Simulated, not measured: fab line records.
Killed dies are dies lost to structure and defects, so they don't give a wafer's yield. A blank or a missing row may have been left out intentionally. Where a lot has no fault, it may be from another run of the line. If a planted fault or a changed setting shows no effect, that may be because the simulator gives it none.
fab line records	flow n5-finfet
record lots=12	wafers=36	last-day=16
route steps=1938 shown BEOL_M15@1827 MIM_BOT@1832 PASSIVATION@1936
lots with no fault: from the same line, run without faults
start-h: the number of hours between the record's first day and the start of the first shown wafer of the lot	wait-h: hours since the lot's step before	" the same as in the row above	L1.1+2: a single row standing in for several wafers	- either no value or no given start	* or withheld: withheld	< > ~ a bound
route shown NAME@n: names a module that has steps shown in the file, with the first one's number in the route	usual: mean/standard deviation taken from wafers without a fault	same: alike in all rows	chamber/n: place in a boat	sites: readings site by site	_std_site: the values' standard deviation	_edge_site: outer sites' mean less inner sites'	radius-mm: for every site, how far away it sits from the centre of the wafer	mask NAME#n: copy n	behind: the most recent tool/chamber to have shaped the wafer	hold: why the lot was held/for how many hours/how that ended	device: the n, p or np transistor that did not switch	end of line: the tests these same wafers got at the end of their route	a step without rows: its recipe alone	killed: dies lost to structure and defects at the first sort, not the wafer's yield	map: the dies of a wafer, with x for killed, . for not killed, _ for no die there
set.NAME: the setting that was run; set.NAME@STEP: the one run at that earlier step	model.NAME: the simulator's own value behind a step, which no gauge read
steps of the route over a sample of lots; a table a step, a row a wafer
services: the hour from which a tool's chamber was out of use, counted from the record's first day as start-h (under 0 if before that day), plus the number of hours and why
## steps
# step N5_BEOL_M15_DEP_53
# recipe material=SiCN	target-thk-a=500	temp-c=withheld	precursor=3MS/NH3	pressure-torr=3	rf-w=675	time-s=17.8
# usual showerhead-plenum-p-Torr=4.149/0.022	throttle-valve-pct=17.7/1.4
lot.wafer	tool	chamber	start-h	wait-h	showerhead-plenum-p-Torr	throttle-valve-pct
L792.2	pecvd-04	0	260.29	0.0	4.167	18.6
L792.3	"	2	"	"	4.175	17.5
L792.5	"	1	"	"	4.161	18.7
L797.2	pecvd-04	0	289.87	0.0	4.169	18.8
L797.5	"	2	"	"	4.177	17.7
L797.6	"	1	"	"	4.167	18.5
L799.2	pecvd-04	2	305.17	0.0	4.176	17.4
L799.3	"	0	"	"	4.162	18.8
L799.5	"	2	"	"	4.155	17.7
L800.1	pecvd-04	1	308.22	0.0	4.175	18.6
L800.3	"	2	"	"	4.181	17.4
L800.4	"	1	"	"	4.152	18.2
L801.2	pecvd-03	2	308.37	0.0	4.154	15.3
L801.3	"	1	"	"	4.138	19.6
L801.4	"	0	"	"	4.110	16.5
L802.3	pecvd-03	2	319.29	0.0	4.158	15.5
L802.5	"	2	"	"	4.148	15.5
L802.6	"	1	"	"	4.132	19.9
L805.2	pecvd-04	2	337.91	0.0	4.167	17.7
L805.4	"	2	"	"	4.177	17.6
L805.6	"	1	"	"	4.164	18.5
L807.1	pecvd-01	0	342.49	0.0	4.177	17.8
L807.2	"	1	"	"	4.130	17.6
L807.3	"	0	"	"	4.190	18.2
L806.1	pecvd-03	1	348.01	0.0	4.136	19.4
L806.2	"	0	"	"	4.122	16.9
L806.3	"	2	"	"	4.154	15.5
L808.1	pecvd-03	1	348.58	0.0	4.132	19.9
L808.5	"	2	"	"	4.145	15.3
L808.6	"	1	"	"	4.129	19.9
L809.3	pecvd-01	2	358.31	0.0	4.129	18.2
L809.4	"	0	"	"	4.182	18.0
L809.5	"	2	"	"	4.125	18.3
L813.2	pecvd-01	0	382.99	0.0	4.192	18.2
L813.3	"	1	"	"	4.129	17.2
L813.6	"	0	"	"	4.181	18.3
# step N5_BEOL_M15_RS_MEAS_54
# recipe thk-meas-gauge=four-point-probe	reads=Cu_of_BEOL_M15_ECD_47+Ta_of_BEOL_M15_SPUTTER_44+TaN_of_BEOL_M15_SPUTTER_43
# usual M15_RS=0.0215/0.00047
lot.wafer	tool	chamber	start-h	wait-h	M15_RS[ohm/sq]
L792.2	film-metro-01	-	260.36	0.1	0.0220
L792.3	"	-	"	"	0.0214
L792.5	"	-	"	"	0.0220
L797.2	film-metro-02	-	289.94	0.1	0.0216
L797.5	"	-	"	"	0.0208
L797.6	"	-	"	"	0.0217
L799.2	film-metro-01	-	305.24	0.1	0.0215
L799.3	"	-	"	"	0.0210
L799.5	"	-	"	"	0.0211
L800.1	film-metro-02	-	308.29	0.0	0.0211
L800.3	"	-	"	"	0.0215
L800.4	"	-	"	"	0.0214
L801.2	film-metro-01	-	308.44	0.1	0.0211
L801.3	"	-	"	"	0.0210
L801.4	"	-	"	"	0.0219
L802.3	film-metro-01	-	319.36	0.1	0.0217
L802.5	"	-	"	"	0.0225
L802.6	"	-	"	"	0.0218
L805.2	film-metro-01	-	337.98	0.1	0.0218
L805.4	"	-	"	"	0.0210
L805.6	"	-	"	"	0.0218
L807.1	film-metro-01	-	342.58	0.1	0.0228
L807.2	"	-	"	"	0.0217
L807.3	"	-	"	"	0.0217
L806.1	film-metro-01	-	348.08	0.0	0.0218
L806.2	"	-	"	"	0.0218
L806.3	"	-	"	"	0.0215
L808.1	film-metro-01	-	348.65	0.0	0.0218
L808.5	"	-	"	"	0.0216
L808.6	"	-	"	"	0.0227
L809.3	film-metro-02	-	358.38	0.1	0.0209
L809.4	"	-	"	"	0.0217
L809.5	"	-	"	"	0.0207
L813.2	film-metro-01	-	383.06	0.1	0.0215
L813.3	"	-	"	"	0.0217
L813.6	"	-	"	"	0.0214
# step N5_MIM_BOT_DEGAS_01
# recipe ambient=vacuum	temp-c=300	time-s=60
# usual heater-power-w=454/48
lot.wafer	tool	chamber	start-h	wait-h	heater-power-w
L792.2	pvd-sputter-01	-	261.90	0.5	516
L792.3	"	-	"	"	404
L792.5	"	-	"	"	535
L797.2	pvd-sputter-02	-	292.37	1.4	440
L797.5	"	-	"	"	489
L797.6	"	-	"	"	446
L799.2	pvd-sputter-03	-	306.78	0.5	420
L799.3	"	-	"	"	411
L799.5	"	-	"	"	416
L800.1	pvd-sputter-03	-	310.16	0.8	426
L800.3	"	-	"	"	455
L800.4	"	-	"	"	405
L801.2	pvd-sputter-03	-	310.36	0.9	414
L801.3	"	-	"	"	458
L801.4	"	-	"	"	426
L802.3	pvd-sputter-03	-	322.47	2.1	463
L802.5	"	-	"	"	424
L802.6	"	-	"	"	407
L805.2	pvd-sputter-03	-	340.11	1.1	419
L805.4	"	-	"	"	408
L805.6	"	-	"	"	416
L807.1	pvd-sputter-03	-	345.05	1.4	417
L807.2	"	-	"	"	426
L807.3	"	-	"	"	413
L806.1	pvd-sputter-03	-	349.31	0.2	440
L806.2	"	-	"	"	412
L806.3	"	-	"	"	407
L808.1	pvd-sputter-02	-	349.84	0.2	490
L808.5	"	-	"	"	496
L808.6	"	-	"	"	567
L809.3	pvd-sputter-02	-	359.45	0.0	457
L809.4	"	-	"	"	491
L809.5	"	-	"	"	497
L813.2	pvd-sputter-02	-	384.42	0.3	494
L813.3	"	-	"	"	566
L813.6	"	-	"	"	484
# step N5_MIM_BOT_SPUTTER_00
# recipe material=TiN	target-thk-a=350	temp-c=200	power-w=3000	chamber-pressure-pa=0.49996	gas=Ar	reactive-partial-pa=0.37997	time-s=89.7
# usual chamber-pressure-pa=0.5000/0.0011	throttle-valve-pct=30.0/1.6
lot.wafer	tool	chamber	start-h	wait-h	chamber-pressure-pa	throttle-valve-pct
L792.2	pvd-sputter-01	-	261.94	0.0	0.4992	30.6
L792.3	"	-	"	"	0.4994	29.0
L792.5	"	-	"	"	0.5008	30.9
L797.2	pvd-sputter-02	-	292.41	0.0	0.4995	30.5
L797.5	"	-	"	"	0.4987	31.3
L797.6	"	-	"	"	0.4992	30.3
L799.2	pvd-sputter-03	-	306.82	0.0	0.4988	32.5
L799.3	"	-	"	"	0.4995	28.2
L799.5	"	-	"	"	0.4998	28.1
L800.1	pvd-sputter-03	-	310.20	0.0	0.5003	28.4
L800.3	"	-	"	"	0.4986	29.8
L800.4	"	-	"	"	0.4997	28.2
L801.2	pvd-sputter-03	-	310.40	0.0	0.5000	32.6
L801.3	"	-	"	"	0.4991	29.8
L801.4	"	-	"	"	0.5000	28.6
L802.3	pvd-sputter-03	-	322.51	0.0	0.5001	30.0
L802.5	"	-	"	"	0.4980	32.6
L802.6	"	-	"	"	0.4996	27.9
L805.2	pvd-sputter-03	-	340.15	0.0	0.4994	28.5
L805.4	"	-	"	"	0.4999	32.6
L805.6	"	-	"	"	0.5001	28.5
L807.1	pvd-sputter-03	-	345.09	0.0	0.4288	35.5
L807.2	"	-	"	"	0.4305	31.1
L807.3	"	-	"	"	0.4279	30.3
L806.1	pvd-sputter-03	-	349.35	0.0	0.4290	30.8
L806.2	"	-	"	"	0.4286	30.5
L806.3	"	-	"	"	0.4309	35.4
L808.1	pvd-sputter-02	-	349.88	0.0	0.4984	31.4
L808.5	"	-	"	"	0.4993	31.7
L808.6	"	-	"	"	0.5011	29.3
L809.3	pvd-sputter-02	-	359.49	0.0	0.5004	30.3
L809.4	"	-	"	"	0.5006	31.4
L809.5	"	-	"	"	0.4980	31.7
L813.2	pvd-sputter-02	-	384.46	0.0	0.4982	31.6
L813.3	"	-	"	"	0.4990	29.4
L813.6	"	-	"	"	0.5006	31.5
# step N5_PASSIVATION_PROBE_49
# usual defect-limited-yield=91.0/1.4	killed_at_M0_to_M3=36/11	killed_at_M4_up=13/5.4	killed-at-contacts=12/6.4	killed-at-front-end=41/13	killed-at-other=2.9/2.3	killed-dies=106/17	killed-open=70/12	killed-short=34/8.4	sort_bin_4_leakage=0.01/0.057	sort_bin_5_function=5.2/1	sort_bin_6_memory=3.4/0.63	sort_bin_8_speed=0.1/0.49	sort-n-pass=1074/18	sort-yield-pct=91.0/1.6
# same gross-dies=1180	killed-at-back-side=0
lot.wafer	tool	chamber	start-h	wait-h	defect-limited-yield[%]	killed_at_M0_to_M3	killed_at_M4_up	killed-at-contacts	killed-at-front-end	killed-at-other	killed-dies	killed-open	killed-short	sort_bin_4_leakage[%]	sort_bin_5_function[%]	sort_bin_6_memory[%]	sort_bin_8_speed[%]	sort-n-pass	sort-yield-pct[%]
L797.2	prober-02	-	306.69	0.1	92.8	35	9	4	33	4	85	62	23	0	4.0	3.1	0	1095	92.8
L797.5	prober-02	-	306.84	0.2	91.9	37	10	12	33	3	95	63	32	0	4.8	2.9	0	1085	91.9
L797.6	prober-02	-	306.89	0.3	91.4	38	18	11	34	1	102	67	35	0	4.8	3.3	0	1078	91.4
L799.2	prober-02	-	319.33	0.1	92.0	27	13	7	45	2	94	61	32	0	5.1	2.6	0	1086	92.0
L799.3	prober-02	-	319.38	0.1	91.1	24	8	13	59	1	105	74	31	0	5.6	3.0	0	1075	91.1
L799.5	prober-02	-	319.48	0.2	89.6	29	13	11	67	3	123	71	52	0	6.8	3.4	0	1057	89.6
L800.1	prober-02	-	322.86	0.0	90.8	39	7	14	47	2	109	70	39	0	4.6	4.3	0	1071	90.8
L800.3	prober-02	-	322.96	0.1	92.0	34	3	16	36	5	94	57	36	0	4.0	3.9	0	1086	92.0
L800.4	prober-02	-	323.01	0.2	93.5	20	7	15	26	9	77	49	27	0	4.2	2.2	0	1103	93.5
L802.3	prober-01	-	335.41	0.1	91.0	43	17	11	32	3	106	60	44	0	4.7	3.8	0	1074	91.0
L802.5	prober-01	-	335.51	0.2	90.9	41	11	4	48	3	107	74	33	0	5.0	4.0	0	1073	90.9
L802.6	prober-01	-	335.56	0.3	89.4	54	19	10	41	1	125	91	33	0	6.1	4.1	3.7	1011	85.7
L805.2	prober-02	-	351.47	0.1	91.8	23	9	20	42	3	97	62	35	0	4.3	3.9	0	1083	91.8
L805.4	prober-02	-	351.57	0.2	94.5	16	15	6	26	2	65	46	19	0	3.5	2.0	0	1115	94.5
L805.6	prober-02	-	351.67	0.3	92.1	32	20	7	32	2	93	68	25	0	4.5	3.0	0	1087	92.1
L807.1	prober-01	-	355.82	0.0	89.7	38	15	11	57	0	121	77	37	0	5.1	4.3	0	1059	89.7
L807.2	prober-01	-	355.87	0.1	91.6	34	12	9	43	1	99	61	33	0.08	5.0	2.6	0	1080	91.5
L807.3	prober-01	-	355.92	0.1	94.7	13	12	7	29	1	62	48	14	0	3.0	2.1	0	1118	94.7
L806.1	prober-01	-	360.00	0.0	91.4	41	6	6	48	0	101	56	39	0	5.1	2.9	0	1079	91.4
L806.2	prober-01	-	360.05	0.1	90.4	26	15	5	66	1	113	58	43	0	4.9	3.8	0	1067	90.4
L806.3	prober-01	-	360.10	0.1	90.8	47	3	11	46	1	108	62	36	0	5.2	3.1	0	1072	90.8
# killed by level:class
L797.2 BEOL_M3:geometric-particle:open=19 FIN_SAQP:geometric-particle:open=10 GATE_CUT:geometric-particle:short=8 BEOL_M1:geometric-particle:open=4 BEOL_M3:geometric-particle:short=4 BEOL_M4:geometric-particle:open=4 GATE_CUT:geometric-particle:open=3 MOL_CONTACT_COAG:geometric-particle:open=3
L797.5 FIN_SAQP:geometric-particle:open=11 BEOL_M3:geometric-particle:open=11 BEOL_M0_SAQP:geometric-particle:open=10 MOL_CONTACT_COAG:geometric-particle:open=9 BEOL_M0_SAQP:geometric-particle:short=7 BEOL_M4:geometric-particle:open=6 FIN_SAQP:geometric-particle:short=5 STI_FIN_REVEAL:geometric-particle:open=5
L797.6 BEOL_M0_SAQP:geometric-particle:short=10 BEOL_M0_SAQP:geometric-particle:open=9 MOL_CONTACT_COAG:geometric-particle:open=8 BEOL_M4:geometric-particle:open=8 BEOL_M3:geometric-particle:open=6 FIN_SAQP:geometric-particle:open=5 GATE_CUT:geometric-particle:open=5 STARTING-WAFER:geometric-particle:open=5
L799.2 STI_FIN_REVEAL:geometric-particle:open=16 BEOL_M1:geometric-particle:open=7 MOL_CONTACT_COAG:geometric-particle:open=5 BEOL_M3:geometric-particle:open=5 FIN_SAQP:geometric-particle:short=4 FIN_SAQP:geometric-particle:open=4 BEOL_M0_SAQP:geometric-particle:short=4 BEOL_M0:geometric-particle:open=4
L799.3 STI_FIN_REVEAL:geometric-particle:open=19 FIN_SAQP:geometric-particle:short=14 FIN_SAQP:geometric-particle:open=12 MOL_CONTACT_COAG:geometric-particle:open=12 BEOL_M1:geometric-particle:open=8 BEOL_M0:geometric-particle:open=5 GATE_CUT:geometric-particle:open=4 BEOL_M0_SAQP:geometric-particle:short=4
L799.5 FIN_SAQP:geometric-particle:short=21 STI_FIN_REVEAL:geometric-particle:open=15 FIN_SAQP:geometric-particle:open=13 MOL_CONTACT_COAG:geometric-particle:open=9 BEOL_M4:geometric-particle:open=8 BEOL_M1:geometric-particle:short=6 ILD0:geometric-particle:short=5 STI_FIN_REVEAL:geometric-particle:short=5
L800.1 BEOL_M0_SAQP:geometric-particle:short=16 MOL_CONTACT_COAG:geometric-particle:open=14 DUMMY_GATE:geometric-particle:open=12 STI_FIN_REVEAL:geometric-particle:open=10 BEOL_M0_SAQP:geometric-particle:open=8 FIN_SAQP:geometric-particle:short=7 FIN_SAQP:geometric-particle:open=6 BEOL_M1:geometric-particle:open=6
L800.3 STI_FIN_REVEAL:geometric-particle:open=16 MOL_CONTACT_COAG:geometric-particle:open=13 BEOL_M2:geometric-particle:open=10 BEOL_M0_SAQP:geometric-particle:short=8 BEOL_M1:geometric-particle:short=4 FIN_SAQP:geometric-particle:open=3 STI_FIN_REVEAL:geometric-particle:short=3 DUMMY_GATE:geometric-particle:open=3
L800.4 MOL_CONTACT_COAG:geometric-particle:open=9 STI_FIN_REVEAL:geometric-particle:open=6 MOL_CONTACT_COAG:geometric-particle:short=6 BEOL_M1:geometric-particle:open=6 STARTING-WAFER:geometric-particle:short=6 BEOL_M0_SAQP:geometric-particle:short=5 DUMMY_GATE:geometric-particle:open=4 BEOL_M3:geometric-particle:open=4
L802.3 BEOL_M1:geometric-particle:open=12 FIN_SAQP:geometric-particle:open=7 MOL_CONTACT_COAG:geometric-particle:open=7 BEOL_M0_SAQP:geometric-particle:short=7 FIN_SAQP:geometric-particle:short=6 BEOL_M5:geometric-particle:open=6 BEOL_M1:geometric-particle:short=5 BEOL_M2:geometric-particle:open=5
L802.5 FIN_SAQP:geometric-particle:open=21 BEOL_M3:geometric-particle:open=14 FIN_SAQP:geometric-particle:short=10 BEOL_M0_SAQP:geometric-particle:open=10 BEOL_M4:geometric-particle:open=8 BEOL_M0_SAQP:geometric-particle:short=6 BEOL_M3:geometric-particle:short=6 MOL_CONTACT_COAG:geometric-particle:open=4
L802.6 MOL_CONTACT_COAG:geometric-particle:open=9 BEOL_M3:geometric-particle:open=9 BEOL_M0_SAQP:geometric-particle:open=9 BEOL_M1:geometric-particle:open=9 BEOL_M2:geometric-particle:open=9 BEOL_M4:geometric-particle:open=9 FIN_SAQP:geometric-particle:open=8 BEOL_M0_SAQP:geometric-particle:short=8
L805.2 MOL_CONTACT_COAG:geometric-particle:open=16 STI_FIN_REVEAL:geometric-particle:open=10 BEOL_M0_SAQP:geometric-particle:short=8 FIN_SAQP:geometric-particle:short=7 GATE_CUT:geometric-particle:short=6 STARTING-WAFER:geometric-particle:open=6 FIN_SAQP:geometric-particle:open=5 MOL_CONTACT_COAG:geometric-particle:short=4
L805.4 GATE_CUT:geometric-particle:short=5 MOL_CONTACT_COAG:geometric-particle:open=5 STARTING-WAFER:geometric-particle:open=5 FIN_SAQP:geometric-particle:short=4 BEOL_M0_SAQP:geometric-particle:open=4 BEOL_M1:geometric-particle:open=4 BEOL_M4:geometric-particle:open=4 BEOL_M0:geometric-particle:open=3
L805.6 BEOL_M2:geometric-particle:open=9 FIN_SAQP:geometric-particle:short=7 MOL_CONTACT_COAG:geometric-particle:open=7 BEOL_M0_SAQP:geometric-particle:open=6 BEOL_M4:geometric-particle:open=6 FIN_SAQP:geometric-particle:open=4 DUMMY_GATE:geometric-particle:open=4 GATE_CUT:geometric-particle:open=4
L807.1 FIN_SAQP:geometric-particle:open=18 FIN_SAQP:geometric-particle:short=12 BEOL_M3:geometric-particle:open=10 BEOL_M0_SAQP:geometric-particle:open=9 BEOL_M4:geometric-particle:open=9 MOL_CONTACT_COAG:geometric-particle:open=8 HKMG_FIN:area-etch=6 BEOL_M3:geometric-particle:short=4
L807.2 FIN_SAQP:geometric-particle:open=17 BEOL_M0_SAQP:geometric-particle:short=9 BEOL_M0_SAQP:geometric-particle:open=9 BEOL_M1:geometric-particle:open=7 FIN_SAQP:geometric-particle:short=6 BEOL_M4:geometric-particle:open=6 MOL_CONTACT_COAG:geometric-particle:open=5 STARTING-WAFER:geometric-particle:short=5
L807.3 FIN_SAQP:geometric-particle:open=10 MOL_CONTACT_COAG:geometric-particle:open=7 STI_FIN_REVEAL:geometric-particle:open=5 BEOL_M4:geometric-particle:open=5 STARTING-WAFER:geometric-particle:short=5 FIN_SAQP:geometric-particle:short=4 BEOL_M3:geometric-particle:open=4 BEOL_M8:geometric-particle:open=4
L806.1 FIN_SAQP:geometric-particle:short=12 BEOL_M1:geometric-particle:open=11 STI_FIN_REVEAL:geometric-particle:open=10 FIN_SAQP:geometric-particle:open=7 BEOL_M0_SAQP:geometric-particle:short=6 BEOL_M0:geometric-particle:open=5 HKMG_FIN:area-etch=5 GATE_CUT:geometric-particle:short=4
L806.2 FIN_SAQP:geometric-particle:open=17 FIN_SAQP:geometric-particle:short=16 HKMG_FIN:area-etch=8 STI_FIN_REVEAL:geometric-particle:open=7 BEOL_M1:geometric-particle:open=6 BEOL_M4:geometric-particle:open=6 BEOL_M1:geometric-particle:short=5 BEOL_M3:geometric-particle:open=5
L806.3 FIN_SAQP:geometric-particle:short=11 BEOL_M0_SAQP:geometric-particle:open=11 STI_FIN_REVEAL:geometric-particle:open=10 MOL_CONTACT_COAG:geometric-particle:open=8 BEOL_M0_SAQP:geometric-particle:short=8 HKMG_FIN:area-etch=8 BEOL_M0:geometric-particle:open=7 FIN_SAQP:geometric-particle:open=5
## services
tool	chamber	start-h	hours	kind
pecvd-04	-	236.58	14.6	pm
pecvd-01	0	242.40	11.1	repair
pecvd-01	0	256.65	5.5	scheduled-down
pecvd-03	0	257.05	18.5	repair
pecvd-01	2	262.11	5.5	scheduled-down
pecvd-04	1	262.54	5.5	scheduled-down
pecvd-01	-	267.73	1.8	repair
pecvd-01	2	295.07	2.1	scheduled-down
pecvd-04	0	314.72	4.0	repair
pecvd-01	1	332.46	5.5	scheduled-down
pvd-sputter-01	-	359.18	6.8	repair
pvd-sputter-01	-	375.36	8.1	repair
pecvd-03	1	381.10	2.1	scheduled-down
pecvd-01	2	384.29	6.1	repair
## key
first-sign step=N5_MIM_BOT_SPUTTER_00	reading=chamber-pressure-pa	direction=down	sigmas=67	usual=0.5000	struck=0.4293
effect none on later readings
met-at N5_MIM_BOT_SPUTTER_00
struck-lots L806,L807
not-acting-at N5_BEOL_M15_DEP_53,N5_BEOL_M15_RS_MEAS_54,N5_MIM_BOT_DEGAS_01
onset-between 340.15 345.09
fault kind=process-parameter-drift	tool=pvd-sputter-03	chamber=-	onset-h=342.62	steps=N5_MIM_BOT_SPUTTER_00	channel=chamber-pressure-pa	offset=-0.070764	shape=step	end-h=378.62	acts-in=these-recipes-only	stated=0.49996
